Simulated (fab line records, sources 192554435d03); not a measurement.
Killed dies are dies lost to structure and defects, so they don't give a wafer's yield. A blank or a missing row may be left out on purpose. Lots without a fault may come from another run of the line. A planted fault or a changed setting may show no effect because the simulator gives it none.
Chamber matching | flow n5_finfet | N5_BEOL_M13_DESCUM_33 on rie_diel-05: 4 sister chambers
The step chemistry O2, time 7.9 s. 22 wafers are shown with their chamber, then 11 later ones without.

WAFERS WITH THEIR CHAMBER
wafer  | chamber | drypump_motor_current_A (A) | showerhead_plenum_p_Torr (Torr) | rf_vpp_V (V)
L076.3 | 2       | 5.3                         | 2.14                            | 243.7
L076.4 | 1       | 6.7                         | 1.98                            | 242.5
L076.6 | 2       | 5.3                         | 2.14                            | 243.3
L077.2 | 2       | 5.3                         | 2.14                            | 245.0
L077.4 | 1       | 6.7                         | 1.98                            | 241.6
L077.5 | 0       | 6.7                         | 1.97                            | 242.0
L078.1 | 0       | 6.7                         | 1.97                            | 243.9
L078.3 | 3       | 4.9                         | 2.22                            | 245.6
L078.5 | 3       | 5.0                         | 2.22                            | 245.8
L081.2 | 3       | 5.0                         | 2.22                            | 247.0
L081.3 | 1       | 6.7                         | 1.98                            | 241.2
L081.5 | 1       | 6.7                         | 1.98                            | 241.2
L085.2 | 3       | 4.9                         | 2.21                            | 246.5
L085.4 | 3       | 4.9                         | 2.21                            | 245.5
L085.6 | 2       | 5.3                         | 2.13                            | 244.2
L089.3 | 0       | 6.7                         | 2.22                            | 245.5
L089.5 | 3       | 4.9                         | 2.21                            | 245.6
L089.6 | 0       | 6.7                         | 2.22                            | 244.9
L092.2 | 1       | 6.7                         | 1.97                            | 242.3
L092.4 | 1       | 6.7                         | 1.97                            | 239.6
L092.6 | 3       | 4.9                         | 2.21                            | 243.7
L087.1 | 2       | 5.3                         | 2.13                            | 244.1

SIGNATURES (means of the wafers above)
reading                  | chamber 0 | chamber 1 | chamber 2 | chamber 3 | scatter within a chamber
drypump_motor_current_A  | 6.700     | 6.700     | 5.300     | 4.929     | 0.0282
showerhead_plenum_p_Torr | 2.0950    | 1.9767    | 2.1360    | 2.2143    | 0.0591
rf_vpp_V                 | 244.075   | 241.400   | 244.060   | 245.671   | 1.07
Rule: a wafer's distance from a chamber is the root of the sum, over the readings, of the square of ((its reading less the chamber's mean) divided by the reading's scatter). The wafer belongs to the nearest chamber; if the next one is less than 2 further off, it can't be placed. The scatter: the root of (the sum of the squares of (reading less its chamber's mean) over the shown wafers, divided by (wafers less chambers)).

WAFERS WITHOUT THEIR CHAMBER
wafer  | drypump_motor_current_A (A) | showerhead_plenum_p_Torr (Torr) | rf_vpp_V (V)
L087.2 | 6.7                         | 2.22                            | 245.2
L087.3 | 6.7                         | 1.97                            | 241.7
L096.1 | 6.7                         | 1.97                            | 242.1
L096.4 | 5.3                         | 2.13                            | 243.7
L096.5 | 6.7                         | 1.97                            | 242.3
L097.1 | 6.7                         | 2.22                            | 245.6
L097.3 | 6.7                         | 1.97                            | 241.3
L097.6 | 6.7                         | 2.22                            | 246.1
L086.3 | 6.7                         | 2.22                            | 245.3
L086.4 | 4.9                         | 2.21                            | 245.5
L086.5 | 5.3                         | 2.13                            | 243.7

WHICH CHAMBER EACH WENT THROUGH
wafer  | from the rows above     | in truth
L087.2 | 0                       | 0
L087.3 | 1                       | 1
L096.1 | 1                       | 1
L096.4 | 2                       | 2
L096.5 | can't be placed: 1 or 0 | 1
L097.1 | 0                       | 0
L097.3 | 1                       | 1
L097.6 | 0                       | 0
L086.3 | 0                       | 0
L086.4 | 3                       | 3
L086.5 | 2                       | 2
Placed correctly: 10 of 11. Can't be placed from these rows: 1 (the true chamber is among the candidates in 1). Placed wrongly: 0.
